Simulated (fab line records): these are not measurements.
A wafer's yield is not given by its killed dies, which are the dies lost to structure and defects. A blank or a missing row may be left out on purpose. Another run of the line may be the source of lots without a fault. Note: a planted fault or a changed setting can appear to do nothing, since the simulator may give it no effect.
Which tool did it? ; flow n5 finfet ; 10 lots, 25 wafers sampled, at 6 steps of a route of 1938

WHAT EACH GAUGE READ, for each wafer
N5_BEOL_M1_CD_MEAS_18: pitch 36 nm, target cd 18 nm. Usual: cd nm 18.0 nm, standard deviation 0.39.
lot;measured;on;cd nm (nm);flag
L169;day 6 10:50;cd sem-01;17.7 17.9;
L170;day 6 19:50;cd sem-03;18.0 18.0;
L174;day 7 15:19;cd sem-03;17.6 18.0 17.5;
L178;day 9 00:50;cd sem-03;17.6 17.7;
L184;day 10 14:40;cd sem-03;18.4 17.8 17.7;
L186;day 10 21:40;cd sem-03;18.0 17.4 17.6;
L187;day 10 23:59;cd sem-03;18.5 18.0 18.8;
L188;day 11 04:46;cd sem-02;18.2 18.7 18.2;
L190;day 11 12:44;cd sem-02;18.5 18.4;
L191;day 12 04:25;cd sem-02;17.4 18.0;

N5_BEOL_M1_CD_MEAS_28: target cd y 23.3 nm. Usual: cd nm 24.04 nm, standard deviation 0.28.
lot;measured;on;cd nm (nm);flag
L169;day 6 11:17;cd sem-02;23.95 23.93;
L170;day 6 20:16;cd sem-02;23.97 23.77;
L174;day 7 15:38;cd sem-02;23.92 23.79 24.38;
L178;day 9 01:17;cd sem-03;24.23 23.99;
L184;day 10 14:59;cd sem-02;24.12 24.42 24.35;
L186;day 10 21:59;cd sem-03;24.08 23.98 23.59;
L187;day 11 00:19;cd sem-02;24.08 23.98 23.93;
L188;day 11 05:05;cd sem-03;24.04 24.29 23.62;
L190;day 11 13:11;cd sem-02;24.25 24.12;
L191;day 12 04:44;cd sem-01;24.05 24.15;

N5_BEOL_M4_RC_MEAS_101. Usual: DIBL_N 36.0 mV/V, standard deviation 2; DIBL_P 35.9 mV/V, standard deviation 2.5; IOFF_N 0.16 nA/um, standard deviation 0.038; IOFF_P 0.21 nA/um, standard deviation 0.04; ION_N 675 uA/um, standard deviation 14; ION_P 462 uA/um, standard deviation 9.4; SS_N 71.5 mV/dec, standard deviation 0.75; SS_P 73.2 mV/dec, standard deviation 0.74; VT_N 250 mV, standard deviation 3.9; VT_P -251 mV, standard deviation 3.2.
lot;measured;on;DIBL_N (mV/V);DIBL_P (mV/V);IOFF_N (nA/um);IOFF_P (nA/um);ION_N (uA/um);ION_P (uA/um);SS_N (mV/dec);SS_P (mV/dec);VT_N (mV);VT_P (mV);flag
L169;day 7 20:10;prober-01;35.2 36.8;35.1 35.2;0.17 0.21;0.22 0.22;691 694;472 466;70.9 71.7;73.1 73.5;244 242;-245 -246;
L170;day 8 10:36;prober-01;40.0 32.6;37.8 30.3;0.23 0.12;0.28 0.18;690 679;468 474;72.1 69.8;74.2 72.2;242 249;-246 -251;
L174;day 9 08:00;prober-02;32.5 35.9 35.7;32.2 35.1 35.0;0.11 0.15 0.15;0.16 0.19 0.18;679 676 675;473 460 464;69.6 70.2 70.1;71.7 73.4 72.7;256 251 251;-251 -251 -249;
L178;day 10 13:32;prober-02;35.7 36.6;36.2 37.1;0.15 0.18;0.21 0.20;659 673;460 457;71.7 71.1;73.8 72.8;252 246;-251 -251;
L188;day 12 12:43;prober-01;36.8 31.9 35.9;37.8 32.6 36.6;0.16 0.09 0.15;0.21 0.15 0.20;685 660 676;465 463 468;71.4 70.5 71.2;73.6 71.4 72.9;250 258 251;-248 -256 -251;
L190;day 13 13:23;prober-01;34.7 33.0;35.0 31.9;0.12 0.11;0.17 0.15;664 663;460 464;71.2 70.9;72.7 71.9;254 258;-253 -256;
L191;day 13 23:28;prober-01;38.3 39.1;37.2 37.9;0.19 0.21;0.21 0.22;689 679;465 454;72.3 73.5;74.2 73.3;249 246;-253 -250;

EACH LOT AND THE TOOL THAT RAN IT (in order: tool; ch and the chambers of the sampled wafers; start)
lot;N5_BEOL_M1_ETCH_74;N5_BEOL_M1_ETCHBACK_99;N5_BEOL_M1_ETCH_70
L169;rie diel-06 ch 1,3, day 6 10:24;rie diel-01 ch 0,1, day 6 12:13;rie diel-01 ch 0,1, day 6 12:16
L170;rie diel-02 ch 2, day 6 19:26;rie diel-06 ch 1, day 6 20:44;rie diel-06 ch 1, day 6 20:47
L174;rie diel-02 ch 0,1,3, day 7 14:55;rie diel-02 ch 2,3, day 7 18:10;rie diel-02 ch 2,3, day 7 18:12
L178;rie diel-01 ch 0,1, day 9 00:25;rie diel-06 ch 0,2, day 9 04:24;rie diel-06 ch 0,2, day 9 04:26
L184;rie diel-01 ch 1,2,3, day 10 14:16;rie diel-02 ch 0,2,3, day 10 17:39;rie diel-02 ch 0,2,3, day 10 17:41
L186;rie diel-02 ch 0,2, day 10 21:16;rie diel-06 ch 2,3, day 10 22:39;rie diel-06 ch 2,3, day 10 22:41
L187;rie diel-06 ch 0,2,3, day 10 23:36;rie diel-06 ch 0,1,2, day 11 01:38;rie diel-06 ch 0,1,2, day 11 01:40
L188;rie diel-01 ch 0,1,2, day 11 04:22;rie diel-06 ch 1,2,3, day 11 05:56;rie diel-06 ch 1,2,3, day 11 05:58
L190;rie diel-06 ch 1,2, day 11 12:14;rie diel-02 ch 0,3, day 11 20:25;rie diel-02 ch 0,3, day 11 20:29
L191;rie diel-02 ch 0,1, day 12 04:01;rie diel-01 ch 1, day 12 07:49;rie diel-01 ch 1, day 12 07:50
- N5_BEOL_M1_ETCH_74: etches underlayer in N2/H2, target depth 6.5 nm, time 5.2 s.
- N5_BEOL_M1_ETCHBACK_99: etches SiO2 in CHF3, target depth 5 nm, time 10.4 s.
- N5_BEOL_M1_ETCH_70: etches SOC in N2/H2, target depth 80 nm, overetch 16 nm, time 120 s.

AS READ BY THE TOOLS THEMSELVES (means over the sampled wafers that have a number; for cases with no such wafer, the mark the record gives instead)
N5_BEOL_M1_ETCH_74. Usual: bias w 150.0 W, standard deviation 0.44; drypump motor current A 5.5 A, standard deviation 0.35; etch rf on time s 5.17 s, standard deviation 0.17; oes product au 0.65 a.u., standard deviation 0.07; rf vpp V 524.5 V, standard deviation 2.4; showerhead plenum p Torr 2.55 Torr, standard deviation 0.071; throttle valve pct 17.9 %, standard deviation 0.3.
lot;tool;bias w (W);drypump motor current A (A);etch rf on time s (s);oes product au (a.u.);rf vpp V (V);showerhead plenum p Torr (Torr);throttle valve pct (%);flag
L169;rie diel-06;149.7;5.5;5.02;0.62;522.6;2.52;18.2;
L170;rie diel-02;149.9;5.7;5.38;0.59;526.5;2.58;17.7;
L174;rie diel-02;150.0;5.9;5.36;0.65;524.2;2.53;17.8;
L178;rie diel-01;150.1;5.4;5.14;0.69;526.6;2.60;17.9;
L184;rie diel-01;150.2;5.5;5.24;0.61;523.7;2.55;18.1;
L186;rie diel-02;149.7;5.7;5.35;0.76;523.7;2.56;17.4;
L187;rie diel-06;150.0;5.1;4.94;0.66;523.9;2.53;17.9;
L188;rie diel-01;149.9;5.6;5.17;0.65;523.4;2.57;18.1;
L190;rie diel-06;149.9;5.5;5.00;0.66;526.2;2.59;18.0;
L191;rie diel-02;149.9;5.8;5.32;0.65;524.5;2.52;17.6;

N5_BEOL_M1_ETCHBACK_99. Usual: CHF3_flow_sccm 12.00 sccm, standard deviation 0.033; bias w 47.02 W, standard deviation 0.12; drypump motor current A 5.5 A, standard deviation 0.35; oes product au 0.76 a.u., standard deviation 0.087; rf vpp V 241 V, standard deviation 4.9; showerhead plenum p Torr 2.17 Torr, standard deviation 0.053; throttle valve pct 17.20 %, standard deviation 0.29.
lot;tool;CHF3_flow_sccm (sccm);bias w (W);drypump motor current A (A);oes product au (a.u.);rf vpp V (V);showerhead plenum p Torr (Torr);throttle valve pct (%);flag
L169;rie diel-01;12.06;47.06;5.4;0.83;244;2.21;17.16;
L170;rie diel-06;12.01;46.92;5.9;0.71;239;2.22;17.30;
L174;rie diel-02;12.02;47.08;5.7;0.71;238;2.14;17.23;
L178;rie diel-06;12.00;47.09;5.2;0.81;242;2.21;16.97;
L184;rie diel-02;-;-;-;-;-;-;-;OFF
L186;rie diel-06;-;-;-;-;-;-;-;OFF
L187;rie diel-06;-;-;-;-;-;-;-;OFF
L188;rie diel-06;11.99;47.01;5.3;0.75;237;2.15;17.37;
L190;rie diel-02;11.97;47.10;5.8;0.91;237;2.14;16.95;
L191;rie diel-01;11.97;46.89;5.5;0.71;246;2.21;17.16;

N5_BEOL_M1_ETCH_70. Usual: bias w 150.0 W, standard deviation 0.41; drypump motor current A 5.5 A, standard deviation 0.35; oes product au 0.58 a.u., standard deviation 0.063; rf vpp V 524.4 V, standard deviation 2.1; showerhead plenum p Torr 2.55 Torr, standard deviation 0.073; throttle valve pct 17.90 %, standard deviation 0.28.
lot;tool;bias w (W);drypump motor current A (A);oes product au (a.u.);rf vpp V (V);showerhead plenum p Torr (Torr);throttle valve pct (%);flag
L169;rie diel-01;150.2;5.4;0.63;525.4;2.62;17.82;
L170;rie diel-06;150.3;5.9;0.54;526.9;2.64;18.18;
L174;rie diel-02;150.3;5.7;0.55;524.7;2.53;17.98;
L178;rie diel-06;149.9;5.2;0.60;525.2;2.62;17.77;
L184;rie diel-02;149.8;5.7;0.31;524.7;2.54;17.58;OFF
L186;rie diel-06;149.7;5.0;0.30;523.5;2.51;17.81;OFF
L187;rie diel-06;150.2;5.4;0.28;525.6;2.61;17.89;OFF
L188;rie diel-06;150.0;5.3;0.56;522.8;2.52;18.02;
L190;rie diel-02;150.3;5.8;0.70;524.5;2.52;17.62;
L191;rie diel-01;149.8;5.5;0.56;526.2;2.63;17.93;

THE ANSWER, worked out from the rows above alone
Rule: lot off if the mean of its wafers having a number is beyond 3 standard deviations from the usual mean. A lot without any number at a reading at which 4 lots or more have one is off too. Where the step has rows for the other lots, those lots are counted as sound. First the gauges in route order, then the tools' own readings, where a lot's mean is used as printed above. The first step at which some lot is off is used, and at that step the reading that is off furthest; a lot without a number counts as furthest.
Off: L184, L186, L187, at N5_BEOL_M1_ETCHBACK_99 (CHF3_flow_sccm). Without a number there: L184, L186, L187.
A tool fits if, at that step or a process step before it, it ran every lot that is off, and no sound lot after the first of them. None of those tried fits.

WHAT THE SIMULATOR HAD PUT IN
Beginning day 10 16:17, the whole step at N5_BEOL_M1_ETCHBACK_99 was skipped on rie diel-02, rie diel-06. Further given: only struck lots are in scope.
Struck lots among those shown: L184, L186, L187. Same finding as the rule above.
